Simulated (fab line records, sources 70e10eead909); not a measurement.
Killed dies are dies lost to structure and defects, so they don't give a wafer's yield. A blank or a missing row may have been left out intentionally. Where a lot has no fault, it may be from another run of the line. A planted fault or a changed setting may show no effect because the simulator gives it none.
Which of the tools did it? / flow nand harc / 15 lots with 45 wafers sampled at 2 steps, on a route of 1302 steps

## WHAT EACH GAUGE READ, for each wafer
NHARC_P_STI_OVL_MEAS_10.
lot=L206; measured=day 3 00:41; on=overlay-01; overlay x nm (nm)=4 4 5; overlay y nm (nm)=2 2 2
lot=L207; measured=day 3 09:48; on=overlay-01; overlay x nm (nm)=0 1 1; overlay y nm (nm)=-7 -6 -7
lot=L208; measured=day 3 17:17; on=overlay-01; overlay x nm (nm)=7 7 7; overlay y nm (nm)=-2 -2 -2
lot=L209; measured=day 4 01:56; on=overlay-02; overlay x nm (nm)=7 7 6; overlay y nm (nm)=11 12 12
lot=L211; measured=day 4 20:14; on=overlay-01; overlay x nm (nm)=4 3 4; overlay y nm (nm)=-3 -3 -2
lot=L212; measured=day 5 08:57; on=overlay-02; overlay x nm (nm)=6 6 6; overlay y nm (nm)=5 5 5
lot=L213; measured=day 5 21:22; on=overlay-02; overlay x nm (nm)=3 3 2; overlay y nm (nm)=-4 -4 -5
lot=L214; measured=day 6 02:54; on=overlay-02; overlay x nm (nm)=17 17 17; overlay y nm (nm)=-2 -2 -2
lot=L215; measured=day 6 15:39; on=overlay-01; overlay x nm (nm)=-10 -10 -10; overlay y nm (nm)=2 2 2
lot=L216; measured=day 6 23:05; on=overlay-01; overlay x nm (nm)=-4 -4 -4; overlay y nm (nm)=1 1 1
lot=L217; measured=day 7 10:14; on=overlay-02; overlay x nm (nm)=3 4 3; overlay y nm (nm)=0 0 0
lot=L220; measured=day 8 14:51; on=overlay-01; overlay x nm (nm)=0 0 0; overlay y nm (nm)=-5 -5 -5
lot=L221; measured=day 9 01:01; on=overlay-02; overlay x nm (nm)=-2 -2 -2; overlay y nm (nm)=-4 -4 -4
lot=L222; measured=day 9 11:35; on=overlay-01; overlay x nm (nm)=8 8 9; overlay y nm (nm)=-1 -1 -1
lot=L224; measured=day 10 07:35; on=overlay-02; overlay x nm (nm)=-4 -4 -4; overlay y nm (nm)=11 10 11

NHARC_P_STI_OCD_MEAS_43.
lot=L206; measured=day 3 01:53; on=ocd-02; trench depth nm (nm)=297.9 297.6 296.1; trench foot cd nm (nm)=159.3 156.3 157.8
lot=L207; measured=day 3 11:01; on=ocd-01; trench depth nm (nm)=305.9 302.4 299.1; trench foot cd nm (nm)=155.0 155.7 157.0
lot=L208; measured=day 3 18:29; on=ocd-01; trench depth nm (nm)=306.2 303.9 304.5; trench foot cd nm (nm)=157.6 158.4 160.5
lot=L209; measured=day 4 03:09; on=ocd-01; trench depth nm (nm)=297.4 296.2 296.9; trench foot cd nm (nm)=157.8 159.7 156.7
lot=L211; measured=day 4 21:26; on=ocd-01; trench depth nm (nm)=303.0 300.6 299.6; trench foot cd nm (nm)=157.3 160.8 159.9
lot=L212; measured=day 5 10:10; on=ocd-02; trench depth nm (nm)=295.9 293.5 296.3; trench foot cd nm (nm)=157.5 157.0 159.2
lot=L213; measured=day 5 22:34; on=ocd-02; trench depth nm (nm)=300.1 298.7 298.2; trench foot cd nm (nm)=157.8 159.0 158.6
lot=L214; measured=day 6 04:37; on=ocd-02; trench depth nm (nm)=295.9 301.1 300.5; trench foot cd nm (nm)=159.2 157.2 158.4
lot=L215; measured=day 6 16:51; on=ocd-01; trench depth nm (nm)=295.0 304.2 301.3; trench foot cd nm (nm)=156.0 156.3 157.0
lot=L216; measured=day 7 00:20; on=ocd-02; trench depth nm (nm)=295.6 297.9 294.5; trench foot cd nm (nm)=158.6 157.1 159.7
lot=L217; measured=day 7 11:29; on=ocd-02; trench depth nm (nm)=298.5 297.5 300.1; trench foot cd nm (nm)=159.5 159.2 159.8
lot=L220; measured=day 8 16:03; on=ocd-02; trench depth nm (nm)=295.7 295.6 296.0; trench foot cd nm (nm)=159.6 157.1 157.5
lot=L221; measured=day 9 02:16; on=ocd-01; trench depth nm (nm)=297.5 300.3 301.2; trench foot cd nm (nm)=159.9 159.6 157.6
lot=L222; measured=day 9 12:48; on=ocd-02; trench depth nm (nm)=298.1 297.9 295.9; trench foot cd nm (nm)=158.5 159.4 157.7
lot=L224; measured=day 10 08:48; on=ocd-02; trench depth nm (nm)=294.1 297.4 297.5; trench foot cd nm (nm)=160.8 161.7 160.4

## WHAT TOOL EACH LOT RAN ON (gives the tool, then ch and the chambers of the sampled wafers, and finally the start)
Record: no process step prior to these readings.

## AS READ BY THE TOOLS THEMSELVES (means over the sampled wafers that have a number; for cases with no such wafer, the mark the record gives instead)
The record holds no such reading with a usual standard deviation.

## THE ANSWER, worked out from the rows above alone
Rule: the usual values come from the lots themselves. Put in order of their means at a reading, lots are off if they are a third of the lots or fewer, leave a main group of 4 or more, and stand apart from it by a gap of 3 or more times the standard deviation of the main group's means; of several such gaps the widest counts. If all means in a main group match to the digits the tables above print for the reading, that group is not used. Also off: a lot with no number at a reading for which 4 or more lots have one. Where the step has rows for the other lots, those lots are counted as sound. The gauges are gone through in route order, then the tools' own readings, and for those a lot's mean is taken as printed above. At the first step where some lot is off, the reading lying furthest off is the one used; lots without a number count as furthest.
Across all readings shown, no lot is off: no conclusion can be drawn from this.

## WHAT THE SIMULATOR HAD INSERTED
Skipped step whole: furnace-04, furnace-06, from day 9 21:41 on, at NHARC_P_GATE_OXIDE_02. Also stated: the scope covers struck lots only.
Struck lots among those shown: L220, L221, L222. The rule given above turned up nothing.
